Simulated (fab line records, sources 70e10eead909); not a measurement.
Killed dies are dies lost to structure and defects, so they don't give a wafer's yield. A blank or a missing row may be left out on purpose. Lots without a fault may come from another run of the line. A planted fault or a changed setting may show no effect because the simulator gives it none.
Tool commonality check | flow nand_harc | 1 lot, 1 wafer sampled

WHY IT WAS OPENED
At NHARC_END_SORT_01 the reading killed_at_array is flagged on 1 of 1 lot. Wafers without a fault read 28, standard deviation 11.
Rule: a lot is flagged when every wafer of it that has a number lies more than 4 standard deviations from that mean, or none has a number. The other lots count as sound.

lot  | measured     | on        | killed_at_array, wafer by wafer | flag
L840 | day 22 00:52 | prober-01 | 250                             | FLAGGED
The numbers of the flagged lots are 250 on average: +222 against the usual, or +20 standard deviations.

WHICH TOOL RAN EACH LOT
The record holds 4 process steps before the reading, out of a route of 1159 steps. In each cell: the tool, then ch and the chambers that the sampled wafers went through, then the start.
lot  | flag    | NHARC_A_CHANNEL_HOLE_D1_ETCH_21 | NHARC_A_CHANNEL_HOLE_D1_ETCH_25 | NHARC_A_CHANNEL_HOLE_D1_ETCH_44 | NHARC_A_CHANNEL_FILL_D1_ALD_02
L840 | FLAGGED | har_etch-01 ch 0, day 10 14:37  | har_etch-01 ch 0, day 10 17:17  | rie_diel-11 ch 1, day 10 18:40  | ald_hk-03 ch 1, day 10 21:03
What these steps do:
- NHARC_A_CHANNEL_HOLE_D1_ETCH_21: etches the open film in C4F8/O2/Ar, time 514.3 s, target depth 1600 nm.
- NHARC_A_CHANNEL_HOLE_D1_ETCH_25: etches the open film in C4F8/O2/Ar, time 1040.2 s, target depth 1500 nm.
- NHARC_A_CHANNEL_HOLE_D1_ETCH_44: etches the open film in CF4/O2, target depth 140 nm, overetch 14 nm, time 77 s.
- NHARC_A_CHANNEL_FILL_D1_ALD_02: deposits SiO2, target thk 6 nm, pulse time 10 s, ald cycles 60.
- NHARC_END_SORT_01

FLAGGED OVER TOTAL, TOOL BY TOOL (the gauges that took the reading come last)
step                            | tool        | lots run | flagged | share of the flagged lots | sound lots run after its first flagged lot
NHARC_A_CHANNEL_HOLE_D1_ETCH_21 | har_etch-01 | 1        | 1       | all                       | 0
NHARC_A_CHANNEL_HOLE_D1_ETCH_25 | har_etch-01 | 1        | 1       | all                       | 0
NHARC_A_CHANNEL_HOLE_D1_ETCH_44 | rie_diel-11 | 1        | 1       | all                       | 0
NHARC_A_CHANNEL_FILL_D1_ALD_02  | ald_hk-03   | 1        | 1       | all                       | 0
NHARC_END_SORT_01               | prober-01   | 1        | 1       | all                       | 0

WHAT THE TABLE ALLOWS
5 rows of the table ran every flagged lot: har_etch-01 at NHARC_A_CHANNEL_HOLE_D1_ETCH_21, har_etch-01 at NHARC_A_CHANNEL_HOLE_D1_ETCH_25, rie_diel-11 at NHARC_A_CHANNEL_HOLE_D1_ETCH_44, ald_hk-03 at NHARC_A_CHANNEL_FILL_D1_ALD_02, prober-01 at NHARC_END_SORT_01.
- har_etch-01 at NHARC_A_CHANNEL_HOLE_D1_ETCH_21: 1 of its 1 lot flagged. It ran no sound lot before its first flagged lot in this sample, so the start can't be narrowed down.
- har_etch-01 at NHARC_A_CHANNEL_HOLE_D1_ETCH_25: 1 of its 1 lot flagged. It ran no sound lot before its first flagged lot in this sample, so the start can't be narrowed down.
- rie_diel-11 at NHARC_A_CHANNEL_HOLE_D1_ETCH_44: 1 of its 1 lot flagged. It ran no sound lot before its first flagged lot in this sample, so the start can't be narrowed down. Its own readings lie more than 4 standard deviations out on every wafer of the flagged lots: oes_product_au.
- ald_hk-03 at NHARC_A_CHANNEL_FILL_D1_ALD_02: 1 of its 1 lot flagged. It ran no sound lot before its first flagged lot in this sample, so the start can't be narrowed down.
- prober-01 at NHARC_END_SORT_01: 1 of its 1 lot flagged. It ran no sound lot before its first flagged lot in this sample, so the start can't be narrowed down.
Counting lots can't tell these 4 tools apart, because each fits a fault that began at some hour. More lots, or a look at what each step does to the wafer, might.

WHAT THE SIMULATOR HAD PUT IN
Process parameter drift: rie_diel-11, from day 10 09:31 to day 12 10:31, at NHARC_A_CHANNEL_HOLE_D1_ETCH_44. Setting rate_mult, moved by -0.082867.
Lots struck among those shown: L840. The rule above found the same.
